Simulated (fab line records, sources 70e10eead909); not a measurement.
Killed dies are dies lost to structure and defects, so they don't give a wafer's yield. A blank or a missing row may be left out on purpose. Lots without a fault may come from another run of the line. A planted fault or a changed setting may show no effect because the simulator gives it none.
fab line records | flow nand_harc
record lots=6 wafers=18 last_day=34
route steps=1302 shown A_CHANNEL_FILL_D2@625 END@1302
lots that met no fault: from a run of the same line without faults
start_h: hours from the record's first day to the start of the lot's first wafer shown | wait_h: hours since the lot's step before | " the same as in the row above | L1.1+2: a row that stands for several wafers | - no value, or no start given | * or withheld: withheld | < > ~ a bound
route shown NAME@n: a module of which the file shows steps, and the number in the route of the first | usual: mean/standard deviation of fault-free wafers | same: alike in all rows | chamber/n: place in a boat | sites: the reading at each site | _std_site: their standard deviation | _edge_site: outer sites' mean less inner sites' | radius_mm: how far each site lies from the wafer's centre | mask NAME#n: copy n | behind: the tool/chamber that last shaped the wafer | hold: why the lot was held/for how many hours/how that ended | device: the transistor (n, p or np) that didn't switch | end of line: the same wafers' tests at the end of the route | a step without rows: its recipe alone | killed: dies lost to structure and defects at the first sort, not the wafer's yield | map: a wafer's dies, x killed, . not, _ none there
set.NAME: the setting as run; set.NAME@STEP: as run at that earlier step | model.NAME: the simulator's own value behind a step, which no gauge read
lots at some steps of the route; a table a step, a row a wafer
services: from which hour (start_h, from the record's first day; less than 0 if before it) a tool's chamber was out of use, for how many hours, and why
## steps
# step NHARC_A_CHANNEL_FILL_D2_ANNEAL_22
# recipe temp_c=620 time_s=7200
# step NHARC_A_CHANNEL_FILL_D2_ALD_25
# recipe target_thk_a=600 pulse_time_s=10 ald_cycles=600 temp_c=300 material=SiOx
# usual heater_power_w=490/29 precursor_pulse_height_rel=1.000/0.023
# columns lot.wafer tool chamber start_h wait_h heater_power_w precursor_pulse_height_rel
L966.3 ald_hk-04 1 382.74 0.1 513 0.972
L966.4 " 2 " " 530 1.022
L966.1 " 0 384.57 1.9 504 0.993
L969.4 ald_hk-03 0 408.55 0.0 499 1.000
L969.1 " 1 " " 519 1.003
L969.6 " 1 411.66 3.2 518 1.041
L975.1 ald_hk-04 2 480.89 0.8 501 1.004
L975.3 " 3 " " 452 1.016
L975.4 " 0 " " 479 0.956
L980.3 ald_hk-03 2 511.11 1.0 469 0.993
L980.4 " 0 512.34 2.2 479 1.011
L980.2 " 1 " " 509 1.004
L983.4 ald_hk-03 3 563.45 1.9 431 0.980
L983.5 " 0 " " 492 0.996
L983.6 " 1 " " 504 0.975
L985.4 ald_hk-04 2 573.18 0.1 512 1.000
L985.2 " 3 " " 452 0.985
L985.3 " 0 " " 481 0.994
# step NHARC_A_CHANNEL_FILL_D2_ETCHBACK_08
# recipe target_depth_a=2200 time_s=110 c4f8_flow_sccm=20 ar_flow_sccm=withheld rf_w=600 bias_w=300 chemistry=C4F8
# usual chamber_pressure_mTorr=25.000/0.022 oes_product_au=0.96/0.035 rf_vpp_V=440.3/2.3
# same time_s=110
# columns lot.wafer tool chamber start_h wait_h chamber_pressure_mTorr oes_product_au rf_hours_counter_h rf_vpp_V
L966.3 rie_diel-04 0 - - 24.959 0.98 2 442.5
L966.1 " 1 " " 25.032 1.00 2 444.5
L966.4 " 2 " " 25.035 1.01 2 443.8
L969.4 rie_diel-13 0 - - 25.003 1.02 1 440.7
L969.1 " 2 " " 25.005 0.99 1 437.6
L969.6 " 0 " " 25.006 1.02 - 440.6
L975.1 rie_diel-04 3 - - 25.050 0.92 22 439.7
L975.3 " 0 " " 25.022 0.91 23 442.7
L975.4 " 1 " " 24.991 0.91 24 445.7
L980.4 rie_diel-13 2 - - 24.951 1.00 5 437.7
L980.3 " 3 " " 25.018 1.00 5 441.7
L980.2 " 0 " " 25.043 0.97 3 441.5
L983.4 rie_diel-13 3 - - 25.004 1.00 1 443.1
L983.6 " 0 " " 24.984 0.98 - 441.3
L983.5 " 1 " " 25.040 0.97 - 442.2
L985.3 rie_diel-03 1 - - 24.998 0.98 2 439.6
L985.2 " 2 " " 24.991 0.99 2 439.5
L985.4 " 0 " " 25.010 1.00 2 438.2
# step NHARC_A_CHANNEL_FILL_D2_STRIP_29
# recipe time_s=20 o2_flow_sccm=500 ar_flow_sccm=0 bias_w=0 chemistry=O2
# usual chamber_pressure_mTorr=60.00/0.053 drypump_motor_current_A=5.78/0.21 o2_flow_sccm=500.2/1.6 oes_product_au=1.000/0.011 rf_vpp_V=57.7/0.86 showerhead_plenum_p_Torr=3.50/0.13 throttle_valve_pct=17.037/0.0093
# same time_s=20
# columns lot.wafer tool chamber start_h wait_h chamber_pressure_mTorr drypump_motor_current_A o2_flow_sccm oes_product_au rf_hours_counter_h rf_vpp_V showerhead_plenum_p_Torr throttle_valve_pct
L966.1 rie_diel-04 2 - - 59.95 5.62 498.2 0.997 2 58.3 3.74 17.032
L966.3 " 0 " " 59.97 5.82 498.3 0.989 2 58.6 3.71 17.027
L966.4 " 1 " " 59.91 5.50 499.6 1.008 2 57.9 3.72 17.039
L969.4 rie_diel-13 0 - - 59.95 6.01 500.1 1.012 1 57.9 3.53 17.052
L969.1 " 3 " " 59.91 5.98 499.2 0.995 1 58.2 3.64 17.031
L969.6 " 0 " " 59.97 6.05 496.8 1.015 - 59.1 3.53 17.041
L975.3 rie_diel-04 2 - - 59.99 5.62 503.4 0.997 18 59.4 3.74 17.025
L975.4 " 0 " " 59.94 5.82 499.3 0.989 23 57.3 3.70 17.027
L975.1 " 1 " " 59.93 5.52 501.8 0.990 24 56.0 3.71 17.030
L980.3 rie_diel-13 3 - - 60.00 5.99 500.1 1.011 5 56.5 3.64 17.036
L980.4 " 0 " " 60.05 6.00 501.4 1.026 4 57.5 3.53 17.038
L980.2 " 2 " " 60.02 5.62 501.1 0.999 5 56.7 3.34 17.037
L983.4 rie_diel-13 0 - - 60.12 6.04 499.8 0.996 1 57.0 3.53 17.034
L983.6 " 0 " " 60.00 6.04 501.2 1.000 - 58.1 3.53 17.035
L983.5 " 1 " " 59.99 5.69 499.0 0.994 - 58.3 3.52 17.042
L985.4 rie_diel-03 1 - - 59.97 5.61 500.2 0.979 2 57.3 3.43 17.030
L985.2 " 2 " " 59.96 6.04 500.7 0.995 2 58.3 3.50 17.034
L985.3 " 3 " " 59.90 5.65 500.2 1.005 2 56.2 3.32 17.037
# step NHARC_A_CHANNEL_FILL_D2_PRECLEAN_30
# recipe time_s=30 chemistry=dHF
# step NHARC_A_CHANNEL_FILL_D2_SRD_31
# step NHARC_A_CHANNEL_FILL_D2_CVD_09
# recipe target_thk_a=1500 temp_c=620 pressure_mtorr=200 time_s=3000 material=poly-Si
# step NHARC_A_CHANNEL_FILL_D2_CMP_10
# recipe target_thk_nm=150
# usual edge_zone_pressure_frac=1.000/0.0046 motor_current_A=11.9/1.3 time_to_endpoint_s=15.7/2.5
# columns lot.wafer tool chamber start_h wait_h edge_zone_pressure_frac motor_current_A time_to_endpoint_s
L966.4 cmp-03 0 395.21 0.4 1.003 11.0 17.6
L966.1 " 1 " " 1.002 11.1 14.3
L966.3 " 2 " " 0.997 14.1 13.8
L969.1 cmp-02 1 419.92 0.4 0.997 9.9 15.0
L969.4 " 2 " " 1.001 11.5 19.8
L969.6 " 1 " " 0.989 10.1 16.5
L975.4 cmp-02 3 491.58 0.4 1.009 13.5 14.1
L975.1 " 1 " " 0.997 10.2 17.5
L975.3 " 2 " " 0.999 12.6 17.2
L980.2 cmp-01 0 521.97 0.4 1.004 11.4 14.6
L980.3 " 1 " " 1.000 11.5 19.9
L980.4 " 2 " " 0.999 11.0 16.0
L983.4 cmp-03 1 572.85 0.4 1.002 11.6 18.1
L983.5 " 1 " " 1.003 11.8 17.4
L983.6 " 2 " " 0.995 14.4 18.2
L985.3 cmp-02 0 585.87 0.4 0.997 11.1 18.2
L985.4 " 2 " " 1.003 11.7 21.2
L985.2 " 3 " " 1.002 12.8 17.4
# step NHARC_A_CHANNEL_FILL_D2_SRD_12
# step NHARC_A_CHANNEL_FILL_D2_RTA_24
# recipe temp_c=1000 time_s=5
# usual lamp_power_pct=30.2/0.7 lamp_zone_4_pct=30.2/0.7 lamp_zone_7_pct=30.7/0.72 wafer_temp_C_max=1003.5/0.8
# same time_s=5
# columns lot.wafer tool chamber start_h wait_h lamp_power_pct lamp_zone_4_pct lamp_zone_7_pct wafer_temp_C_max
L966.1 rtp_anneal-01 0 395.61 0.0 30.9 30.9 31.4 1003.3
L966.3 " 0 " " 30.9 30.9 31.5 1003.7
L966.4 " 0 " " 31.0 30.9 31.4 1005.0
L966.1 rtp_anneal-01 0 395.98 0.3 30.9 30.9 31.5 1003.1
L966.3 " 0 " " 30.9 31.0 31.4 1002.7
L966.4 " 0 " " 30.9 30.9 31.5 1004.5
L969.1 rtp_anneal-02 0 420.48 0.2 29.5 29.5 29.9 1004.6
L969.4 " 0 " " 29.5 29.5 29.9 1003.3
L969.6 " 0 " " 29.5 29.5 30.0 1002.5
L969.1 rtp_anneal-02 0 420.85 0.3 29.5 29.5 29.9 1003.0
L969.4 " 0 " " 29.5 29.5 30.0 1002.3
L969.6 " 0 " " 29.5 29.5 30.0 1003.4
L975.1 rtp_anneal-02 0 492.00 0.0 29.5 29.5 30.0 1003.2
L975.3 " 0 " " 29.5 29.5 30.0 1002.9
L975.4 " 0 " " 29.6 29.5 30.0 1003.9
L980.2 rtp_anneal-02 0 522.42 0.1 29.5 29.5 30.0 1003.5
L980.3 " 0 " " 29.5 29.6 30.0 1002.9
L980.4 " 0 " " 29.6 29.5 30.0 1002.5
L983.4 rtp_anneal-01 0 573.38 0.1 31.0 31.0 31.4 1004.1
L983.5 " 0 " " 31.0 30.9 31.4 1003.8
L983.6 " 0 " " 30.9 30.9 31.5 1003.0
L985.2 rtp_anneal-01 0 586.31 0.1 30.9 31.0 31.4 1002.4
L985.3 " 0 " " 30.9 30.9 31.4 1004.3
L985.4 " 0 " " 30.9 30.9 31.5 1004.0
# step NHARC_A_CHANNEL_FILL_D2_INSPECT_13
# usual raw_defect_count=383/140
# columns lot.wafer tool chamber start_h wait_h raw_defect_count
L966.1 defect_inspect-01 - 396.17 0.2 415
L966.3 " - " " 359
L966.4 " - " " 416
L969.1 defect_inspect-01 - 421.04 0.2 282
L969.4 " - " " 319
L969.6 " - " " 276
L975.1 defect_inspect-01 - 492.20 0.2 291
L975.3 " - " " 288
L975.4 " - " " 244
L980.2 defect_inspect-02 - 522.59 0.1 428
L980.3 " - " " 340
L980.4 " - " " 484
L983.4 defect_inspect-02 - 573.49 0.1 417
L983.5 " - " " 278
L983.6 " - " " 230
L985.2 defect_inspect-01 - 586.48 0.1 225
L985.3 " - " " 186
L985.4 " - " " 168
# step NHARC_END_SORT_01
# recipe temp_c=25
# usual killed_at_array=54/18 killed_at_other=0.7/0.87 killed_at_periphery=3.7/2.5 killed_dies=59/19 killed_open=3.3/2 killed_short=2.6/1.6
# same gross_dies=677
# columns lot.wafer tool chamber start_h wait_h killed_at_array killed_at_other killed_at_periphery killed_dies killed_open killed_short
L966.1 prober-01 0 639.71 2.5 57 0 4 61 4 4
L966.3 prober-01 0 641.32 3.1 70 0 4 74 13 6
L966.4 prober-01 0 642.12 3.4 48 0 1 49 3 4
L975.1 prober-02 0 700.17 2.5 55 1 2 58 1 3
L975.3 prober-02 0 701.77 3.1 54 3 2 59 1 5
L975.4 prober-02 0 702.58 3.4 51 1 6 58 4 3
L980.2 prober-02 0 734.25 2.8 80 0 5 85 6 6
L980.3 prober-02 0 735.05 3.1 83 1 3 87 6 3
L980.4 prober-02 0 735.86 3.4 72 0 1 73 2 2
L983.4 prober-02 0 791.52 3.4 44 1 6 51 4 1
L983.5 prober-02 0 792.32 3.7 66 2 9 77 9 3
L983.6 prober-02 0 793.12 4.0 47 1 12 60 7 5
L985.2 prober-01 0 807.25 2.8 61 1 2 64 4 2
L985.3 prober-01 0 808.07 3.1 64 1 7 72 7 2
L985.4 prober-01 0 808.89 3.5 60 2 1 63 2 1
# killed by level:class
L966.1 A_SLIT:chamber_film_flake=26 A_CHANNEL_HOLE_D2:chamber_film_flake=12 A_STAIRCASE:chamber_film_flake=5 A_CHANNEL_HOLE_D1:chamber_film_flake=3 A_CONTACT:chamber_film_flake=2 P_CONTACT:geometric_particle:open=1 P_M2:geometric_particle:short=1 A_SGD_CUT:geometric_particle:short=1
L966.3 A_SLIT:chamber_film_flake=24 A_CHANNEL_HOLE_D2:chamber_film_flake=12 A_CONTACT:chamber_film_flake=9 A_STAIRCASE:chamber_film_flake=5 A_M0:geometric_particle:open=4 P_CONTACT:geometric_particle:open=3 A_CHANNEL_HOLE_D1:geometric_particle:short=2 A_ONON_D2:geometric_particle:open=2
L966.4 A_SLIT:chamber_film_flake=17 A_CHANNEL_HOLE_D2:chamber_film_flake=8 A_CONTACT:chamber_film_flake=7 A_STAIRCASE:chamber_film_flake=3 A_DECK1_JOINT:geometric_particle:open=2 A_CHANNEL_HOLE_D1:chamber_film_flake=2 A_SOURCE_PLATE:geometric_particle:short=1 A_CHANNEL_HOLE_D1:geometric_particle:short=1
L975.1 A_SLIT:chamber_film_flake=29 A_CONTACT:chamber_film_flake=9 A_CHANNEL_HOLE_D1:chamber_film_flake=8 A_M0:chamber_film_flake=3 P_M2:geometric_particle:short=1 A_ONON_D1:geometric_particle:short=1 A_DECK1_JOINT:geometric_particle:open=1 A_BLC:geometric_particle:short=1
L975.3 A_SLIT:chamber_film_flake=28 A_CONTACT:chamber_film_flake=9 A_CHANNEL_HOLE_D1:chamber_film_flake=7 A_STAIRCASE:chamber_film_flake=3 HYBRID_BOND:chamber_film_flake=3 A_CHANNEL_FILL_D2:geometric_particle:short=2 P_GATE:geometric_particle:short=1 P_M0:geometric_particle:short=1
L975.4 A_SLIT:chamber_film_flake=24 A_CHANNEL_HOLE_D1:chamber_film_flake=11 A_CONTACT:chamber_film_flake=4 A_M0:chamber_film_flake=3 P_GATE:geometric_particle:open=2 A_STAIRCASE:chamber_film_flake=2 A_WL_FILL:chamber_film_flake=2 P_STI:geometric_particle:short=1
L980.2 A_SLIT:chamber_film_flake=37 A_CHANNEL_HOLE_D2:chamber_film_flake=17 A_CONTACT:chamber_film_flake=7 A_CHANNEL_HOLE_D1:chamber_film_flake=4 A_WL_FILL:chamber_film_flake=3 A_ONON_D2:geometric_particle:short=2 A_ONON_D2:geometric_particle:open=2 A_CHANNEL_HOLE_D2:geometric_particle:open=2
L980.3 A_SLIT:chamber_film_flake=38 A_CHANNEL_HOLE_D2:chamber_film_flake=17 A_CHANNEL_HOLE_D1:chamber_film_flake=10 A_CONTACT:chamber_film_flake=6 A_CONTACT:geometric_particle:open=3 P_GATE:chamber_film_flake=2 A_WL_FILL:chamber_film_flake=2 P_M1:geometric_particle:open=1
L980.4 A_SLIT:chamber_film_flake=33 A_CHANNEL_HOLE_D2:chamber_film_flake=24 A_CHANNEL_HOLE_D1:chamber_film_flake=5 A_CONTACT:chamber_film_flake=4 A_CHANNEL_FILL_D1:geometric_particle:short=1 A_DECK1_JOINT:geometric_particle:open=1 A_CHANNEL_FILL_D2:geometric_particle:short=1 A_WL_FILL:geometric_particle:open=1
L983.4 A_CHANNEL_HOLE_D1:chamber_film_flake=15 A_STAIRCASE:chamber_film_flake=7 A_SLIT:chamber_film_flake=5 P_BONDPAD:chamber_film_flake=4 A_SGD_CUT:chamber_film_flake=4 A_CONTACT:chamber_film_flake=3 A_ZERO_WELL:chamber_film_flake=2 A_CHANNEL_FILL_D1:chamber_film_flake=2
L983.5 A_CHANNEL_HOLE_D1:chamber_film_flake=13 A_CONTACT:chamber_film_flake=13 A_SLIT:chamber_film_flake=8 A_WL_FILL:chamber_film_flake=7 A_STAIRCASE:chamber_film_flake=6 P_ZERO_WELL:chamber_film_flake=4 A_CHANNEL_FILL_D1:chamber_film_flake=4 A_SGD_CUT:chamber_film_flake=4
L983.6 A_CHANNEL_HOLE_D1:chamber_film_flake=16 A_STAIRCASE:chamber_film_flake=8 A_SLIT:chamber_film_flake=7 A_WL_FILL:chamber_film_flake=4 P_M0:geometric_particle:short=3 A_CHANNEL_FILL_D1:chamber_film_flake=3 A_CONTACT:chamber_film_flake=3 P_GATE:geometric_particle:open=2
L985.2 A_SLIT:chamber_film_flake=23 A_CHANNEL_HOLE_D1:chamber_film_flake=15 A_CONTACT:chamber_film_flake=9 A_STAIRCASE:chamber_film_flake=5 A_CHANNEL_HOLE_D2:chamber_film_flake=2 A_WL_FILL:chamber_film_flake=2 P_M0:geometric_particle:open=1 A_SOURCE_PLATE:geometric_particle:open=1
L985.3 A_SLIT:chamber_film_flake=33 A_CHANNEL_HOLE_D1:chamber_film_flake=16 A_STAIRCASE:chamber_film_flake=4 A_CONTACT:chamber_film_flake=4 P_M0:geometric_particle:open=2 P_M1:geometric_particle:open=2 P_GATE:chamber_film_flake=2 A_WL_FILL:chamber_film_flake=2
L985.4 A_SLIT:chamber_film_flake=32 A_CHANNEL_HOLE_D1:chamber_film_flake=18 A_WL_FILL:chamber_film_flake=3 A_STAIRCASE:chamber_film_flake=2 P_M0:geometric_particle:open=1 A_SOURCE_PLATE:geometric_particle:short=1 A_ONON_D2:geometric_particle:open=1 A_CHANNEL_FILL_D1:chamber_film_flake=1
## services
# columns tool chamber start_h hours kind
rtp_anneal-01 - 372.00 12.0 pm
rie_diel-13 3 372.48 2.4 repair
cmp-02 - 382.05 3.1 repair
cmp-03 - 382.81 1.2 repair
ald_hk-03 - 390.31 10.0 pm
cmp-03 - 392.61 1.0 repair
ald_hk-04 - 402.82 2.4 repair
cmp-02 - 406.83 5.7 repair
cmp-03 - 420.50 1.9 repair
cmp-02 - 426.79 0.6 repair
cmp-03 - 427.24 0.9 repair
cmp-02 - 428.50 4.0 pm
ald_hk-04 - 433.32 10.0 pm
rie_diel-04 2 436.18 13.1 repair
cmp-03 - 438.60 0.7 repair
rie_diel-13 1 441.47 7.9 repair
rie_diel-03 - 448.30 29.4 repair
rie_diel-13 3 452.23 4.0 repair
rie_diel-13 0 477.87 34.1 repair
cmp-02 - 477.94 1.7 repair
rie_diel-13 - 519.00 9.0 pm
cmp-02 - 526.50 4.0 pm
rie_diel-04 - 532.41 9.0 pm
cmp-02 - 538.99 0.4 repair
## key
first_sign step=NHARC_A_CHANNEL_FILL_D2_RTA_24 reading=visit direction=added
effect none on later readings
met_at NHARC_A_CHANNEL_FILL_D2_RTA_24
struck_wafers L966.1,L966.3,L966.4,L969.1,L969.4,L969.6
rows_end L969.1,L969.4
sort_left_out L969.6
tester_left_out L966,L969
fault kind=repeated_step_whole tool=rtp_anneal-01,rtp_anneal-02 chamber=- onset_h=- steps=NHARC_A_CHANNEL_FILL_D2_RTA_24 times=1 scope=struck_lots_only
# tester_left_out: of these lots the tester's yield and bins aren't shown, on N5 and GAA mostly nor the transistor test; their killed dies are dies lost to structure and defects alone, not to doping, threshold or leakage, so they don't give the yield
# sort_left_out: the simulated sort isn't trusted on such a fault, so these wafers' sort isn't shown, and their yield isn't known
# rows_end: these wafers met a further fault down the route, and their rows from its step on are left out
